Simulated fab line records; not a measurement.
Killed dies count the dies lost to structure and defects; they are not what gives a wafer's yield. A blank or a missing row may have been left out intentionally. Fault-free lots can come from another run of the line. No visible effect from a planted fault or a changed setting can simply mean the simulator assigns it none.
What tool caused it? :: flow n5Finfet :: 24 lots with 72 wafers sampled at 2 steps, on a route of 1938 steps

WHAT EACH GAUGE READ, for each wafer
N5_BEOL_M6_CD_MEAS_28 targets a cd of 40 nm. Usual: cdNm at 39.95 nm, with a standard deviation of 0.21.
lot: L074
measured: day 8 03:58
on: cdSem-03
cdNm (nm): 39.90 40.12 40.09
flag: 

lot: L075
measured: day 8 19:25
on: cdSem-01
cdNm (nm): 39.94 39.86 39.94
flag: 

lot: L078
measured: day 9 02:02
on: cdSem-02
cdNm (nm): 40.05 40.22 39.56
flag: 

lot: L077
measured: day 9 08:21
on: cdSem-01
cdNm (nm): 39.36 40.00 39.79
flag: 

lot: L076
measured: day 9 08:23
on: cdSem-01
cdNm (nm): 39.86 40.10 39.71
flag: 

lot: L079
measured: day 9 10:47
on: cdSem-02
cdNm (nm): 39.74 39.85 39.91
flag: 

lot: L080
measured: day 9 21:16
on: cdSem-01
cdNm (nm): 40.09 40.49 39.92
flag: 

lot: L081
measured: day 10 06:44
on: cdSem-02
cdNm (nm): 39.95 39.82 39.55
flag: 

lot: L083
measured: day 10 10:10
on: cdSem-02
cdNm (nm): 39.82 40.09 40.02
flag: 

lot: L082
measured: day 10 13:40
on: cdSem-02
cdNm (nm): 39.76 39.76 39.84
flag: 

lot: L084
measured: day 10 16:20
on: cdSem-01
cdNm (nm): 40.14 40.13 40.12
flag: 

lot: L085
measured: day 11 13:26
on: cdSem-02
cdNm (nm): 39.64 39.70 40.28
flag: 

lot: L086
measured: day 11 19:49
on: cdSem-01
cdNm (nm): 40.17 39.91 40.14
flag: 

lot: L087
measured: day 11 19:59
on: cdSem-02
cdNm (nm): 39.95 39.88 40.30
flag: 

lot: L088
measured: day 11 21:46
on: cdSem-01
cdNm (nm): 40.02 40.10 39.70
flag: 

lot: L089
measured: day 12 00:07
on: cdSem-01
cdNm (nm): 39.83 40.05 40.11
flag: 

lot: L090
measured: day 12 15:37
on: cdSem-01
cdNm (nm): 40.10 40.04 40.22
flag: 

lot: L092
measured: day 12 22:22
on: cdSem-02
cdNm (nm): 39.97 40.16 39.86
flag: 

lot: L091
measured: day 12 22:38
on: cdSem-01
cdNm (nm): 39.95 39.86 39.83
flag: 

lot: L093
measured: day 13 06:58
on: cdSem-02
cdNm (nm): 39.99 39.51 39.77
flag: 

lot: L095
measured: day 13 21:50
on: cdSem-03
cdNm (nm): 40.05 40.10 39.96
flag: 

lot: L094
measured: day 14 02:23
on: cdSem-01
cdNm (nm): 39.98 39.85 40.11
flag: 

lot: L096
measured: day 14 02:26
on: cdSem-02
cdNm (nm): 39.91 40.06 39.63
flag: 

lot: L097
measured: day 14 19:32
on: cdSem-02
cdNm (nm): 39.73 39.87 40.24
flag: 

N5_BEOL_M6_OVL_MEAS_29. Usual: V5_OVL typically reads 0.0 nm, with standard deviation 0.66.
lot: L074
measured: day 8 04:00
on: overlay-02
V5_OVL (nm): 0.0 -0.3 -0.5
flag: 

lot: L075
measured: day 8 19:26
on: overlay-02
V5_OVL (nm): 0.4 -0.1 0.8
flag: 

lot: L078
measured: day 9 02:04
on: overlay-01
V5_OVL (nm): -0.5 0.4 -0.9
flag: 

lot: L077
measured: day 9 08:23
on: overlay-02
V5_OVL (nm): 0.2 -0.2 -0.4
flag: 

lot: L076
measured: day 9 08:25
on: overlay-01
V5_OVL (nm): 0.0 0.4 0.8
flag: 

lot: L079
measured: day 9 10:50
on: overlay-01
V5_OVL (nm): 1.1 0.0 -0.5
flag: 

lot: L080
measured: day 9 21:17
on: overlay-01
V5_OVL (nm): -1.1 -0.3 -1.6
flag: 

lot: L081
measured: day 10 06:46
on: overlay-01
V5_OVL (nm): 0.4 1.2 0.1
flag: 

lot: L083
measured: day 10 10:12
on: overlay-01
V5_OVL (nm): 0.2 -0.1 0.7
flag: 

lot: L082
measured: day 10 13:41
on: overlay-01
V5_OVL (nm): -0.7 -0.5 -0.9
flag: 

lot: L084
measured: day 10 16:22
on: overlay-01
V5_OVL (nm): -0.6 0.9 -1.1
flag: 

lot: L085
measured: day 11 13:28
on: overlay-01
V5_OVL (nm): 1.5 0.3 1.5
flag: 

lot: L086
measured: day 11 19:51
on: overlay-01
V5_OVL (nm): -0.8 -0.9 0.0
flag: 

lot: L087
measured: day 11 20:01
on: overlay-01
V5_OVL (nm): 0.0 1.0 -1.1
flag: 

lot: L088
measured: day 11 21:48
on: overlay-01
V5_OVL (nm): -0.3 0.8 0.9
flag: 

lot: L089
measured: day 12 00:09
on: overlay-01
V5_OVL (nm): -0.7 -0.6 -0.6
flag: 

lot: L090
measured: day 12 15:40
on: overlay-02
V5_OVL (nm): 1.4 -0.7 0.3
flag: 

lot: L092
measured: day 12 22:24
on: overlay-02
V5_OVL (nm): 0.2 -0.1 0.6
flag: 

lot: L091
measured: day 12 22:40
on: overlay-02
V5_OVL (nm): 0.5 0.9 1.5
flag: 

lot: L093
measured: day 13 06:59
on: overlay-02
V5_OVL (nm): -0.7 -0.2 -0.4
flag: 

lot: L095
measured: day 13 21:52
on: overlay-01
V5_OVL (nm): -0.7 1.3 -0.6
flag: 

lot: L094
measured: day 14 02:26
on: overlay-01
V5_OVL (nm): 0.0 0.7 0.1
flag: 

lot: L096
measured: day 14 02:28
on: overlay-02
V5_OVL (nm): 0.5 0.4 0.1
flag: 

lot: L097
measured: day 14 19:34
on: overlay-01
V5_OVL (nm): 0.4 0.3 0.1
flag: 

EACH LOT AND THE TOOL THAT RAN IT (in order: tool; ch and the chambers of the sampled wafers; start)
The record holds no process step before these readings.

AS READ BY THE TOOLS THEMSELVES (means over the sampled wafers that have a number; for cases with no such wafer, the mark the record gives instead)
The record holds no such reading with a usual standard deviation.

THE ANSWER, worked out from the rows above alone
Rule: lot off if the mean of its wafers having a number is beyond 3 standard deviations from the usual mean. Also off: a lot with no number at a reading for which 4 or more lots have one. Any other lot the step has rows for is counted as sound. After the gauges, taken in route order, come the tools' own readings; for these a lot's mean is taken, as printed above. At the first step where some lot is off, the reading lying furthest off is the one used; lots without a number count as furthest.
Nothing can be told from this: no lot is off at any reading shown.

WHAT THE SIMULATOR PUT IN
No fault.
